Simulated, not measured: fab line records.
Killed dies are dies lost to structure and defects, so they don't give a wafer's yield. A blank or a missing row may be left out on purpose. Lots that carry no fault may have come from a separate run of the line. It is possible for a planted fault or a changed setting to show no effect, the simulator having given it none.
Matching of chambers | flow nandHarc | NHARC_P_BONDPAD_DESCUM_11 on rieDiel-12 has 4 sister chambers
The step chemistry O2, time 3 s. 4 wafers are shown with their chamber, then 12 later ones without.

== EACH WAFER AND ITS CHAMBER ==
wafer  | chamber | drypumpMotorCurrentA (A)
L083.1 | 2       | 5.9
L084.3 | 3       | 5.7
L084.5 | 1       | 5.6
L084.6 | 0       | 5.0

== WAFERS WHOSE CHAMBER IS MISSING ==
wafer  | drypumpMotorCurrentA (A)
L088.4 | 5.7
L088.5 | 5.9
L088.6 | 5.8
L089.3 | 5.0
L089.5 | 5.6
L089.6 | 5.0
L093.1 | 5.7
L093.3 | 5.9
L093.6 | 5.7
L095.2 | 5.0
L095.3 | 5.9
L095.5 | 5.7

== WHICH CHAMBER EACH ONE RAN IN ==
wafer  | from the rows above     | in truth
L088.4 | 3                       | 3
L088.5 | 2                       | 2
L088.6 | can't be placed: 3 or 2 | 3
L089.3 | 0                       | 0
L089.5 | 1                       | 1
L089.6 | 0                       | 0
L093.1 | 3                       | 3
L093.3 | 2                       | 2
L093.6 | 3                       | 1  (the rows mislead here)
L095.2 | 0                       | 0
L095.3 | 2                       | 2
L095.5 | 3                       | 3
Correct placement for 10 of the 12. Unplaceable from these rows: 1, with the true chamber sitting among the candidates in 1. 1 placed wrongly.
How it was worked out, from the rows above alone: a wafer's distance from a chamber is the root of the sum, over the readings, of the square of ((its reading less the chamber's mean) divided by the reading's scatter). If the next closest chamber is less than 2 further off than the closest, the wafer can't be placed; otherwise it belongs to the closest. The mean given for a chamber averages the wafers shown for that chamber. The scatter (one wafer shown for each chamber): square how far every hidden wafer sits from the nearest shown wafer, average those squares and take the square root.
